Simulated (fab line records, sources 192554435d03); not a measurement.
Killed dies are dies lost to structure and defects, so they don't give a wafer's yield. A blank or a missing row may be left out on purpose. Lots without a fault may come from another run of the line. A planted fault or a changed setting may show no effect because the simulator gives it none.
One fault seen from 3 desks | flow n5_finfet | each desk has only its own numbers; what lay behind them comes last

THE DEFECT DESK
What the inspections along the route counted, lot by lot: means of the sampled wafers that have a number. A lot is out of limits, marked OUT, if its mean lies more than 4 standard deviations from the usual mean; the brackets give that distance.
Columns: A = raw_defect_count at N5_BEOL_M4_INSPECT_13, usual 409
lot  | first seen here | A
L957 | day 8 09:22     | 325
L959 | day 9 07:43     | 327
L961 | day 9 13:09     | 432
L966 | day 10 13:58    | 321
L969 | day 11 10:38    | 425
L974 | day 12 12:26    | 440
L978 | day 13 08:01    | 353
L976 | day 13 09:10    | 528
L977 | day 13 09:48    | 357
L979 | day 13 18:16    | 351
This desk's finding: nothing out of limits on any of the 10 lots.

THE METROLOGY DESK
What the gauges read, lot by lot, whatever tool the lot ran on: means of the sampled wafers that have a number. A lot is out of limits, marked OUT, if its mean lies more than 4 standard deviations from the usual mean; the brackets give that distance. Of its 11 readings 7 are shown: those that lie furthest out on some lot.
Columns: A = DIBL_N at N5_BEOL_M4_RC_MEAS_101, usual 36.0 mV/V; B = DIBL_P at N5_BEOL_M4_RC_MEAS_101, usual 36.2 mV/V; C = IOFF_N at N5_BEOL_M4_RC_MEAS_101, usual 0.16 nA/um; D = ION_P at N5_BEOL_M4_RC_MEAS_101, usual 461 uA/um; E = SS_N at N5_BEOL_M4_RC_MEAS_101, usual 71.5 mV/dec; F = SS_P at N5_BEOL_M4_RC_MEAS_101, usual 73.4 mV/dec; G = VT_P at N5_BEOL_M4_RC_MEAS_101, usual -250 mV
lot  | first seen here | A    | B    | C    | D   | E    | F    | G
L957 | day 8 10:18     | 33.9 | 35.7 | 0.13 | 449 | 71.9 | 73.1 | -253
L959 | day 9 08:38     | 35.2 | 37.6 | 0.16 | 458 | 71.6 | 73.6 | -248
L961 | day 9 14:15     | 39.8 | 40.2 | 0.22 | 464 | 72.8 | 74.8 | -249
L966 | day 10 14:50    | 36.4 | 35.4 | 0.14 | 462 | 71.6 | 73.1 | -251
L969 | day 11 11:35    | 36.2 | 36.9 | 0.16 | 461 | 71.9 | 73.5 | -248
L974 | day 12 13:37    | 35.4 | 36.9 | 0.17 | 466 | 71.4 | 73.8 | -246
L978 | day 13 08:49    | 38.1 | 37.8 | 0.19 | 462 | 72.0 | 73.6 | -247
L976 | day 13 09:58    | 36.4 | 36.9 | 0.16 | 467 | 72.1 | 73.3 | -249
L977 | day 13 10:45    | 36.8 | 36.4 | 0.19 | 469 | 71.6 | 73.5 | -247
L979 | day 13 19:11    | 35.5 | 36.4 | 0.15 | 465 | 70.9 | 74.0 | -256
This desk's finding: nothing out of limits on any of the 10 lots.

THE TOOL OWNER'S DESK: litho_track-04
The tool's own readings at N5_BEOL_M4_COAT_22 (resist thk 30 nm): means of the sampled wafers that have a number, for each lot that ran on this tool. A lot is out of limits, marked OUT, if its mean lies more than 4 standard deviations from the usual mean; the brackets give that distance.
Columns: A = spin_speed_rpm at N5_BEOL_M4_COAT_22, usual 1500.2 rpm
lot  | first seen here | A
L957 | day 8 10:01     | 1500.5
L961 | day 9 13:51     | 1501.3
L966 | day 10 14:33    | 1450.3 (-62) OUT
L969 | day 11 11:10    | 1450.3 (-62) OUT
This desk's finding: out of limits on L966, L969; first on L966, day 10 14:33 (spin_speed_rpm at N5_BEOL_M4_COAT_22). In limits: L957, L961.

PUT TOGETHER
The tool owner's desk could have raised an alarm at day 10 14:33, on L966, L969.
The defect desk saw nothing out of limits.
The metrology desk saw nothing out of limits.
The defect desk has L966, L969 on record, within its limits.
The metrology desk has L966, L969 on record, within its limits.
Of the lots named, all ran N5_BEOL_M4_COAT_22 on litho_track-04.

WHAT THE SIMULATOR HAD PUT IN
Process parameter drift: litho_track-04, from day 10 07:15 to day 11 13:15, at N5_BEOL_M4_COAT_22. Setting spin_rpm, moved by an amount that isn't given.
Lots struck among those shown: L966, L969.
Hours from the fault's start to each desk's first reading out of limits: the tool owner's desk, 7.
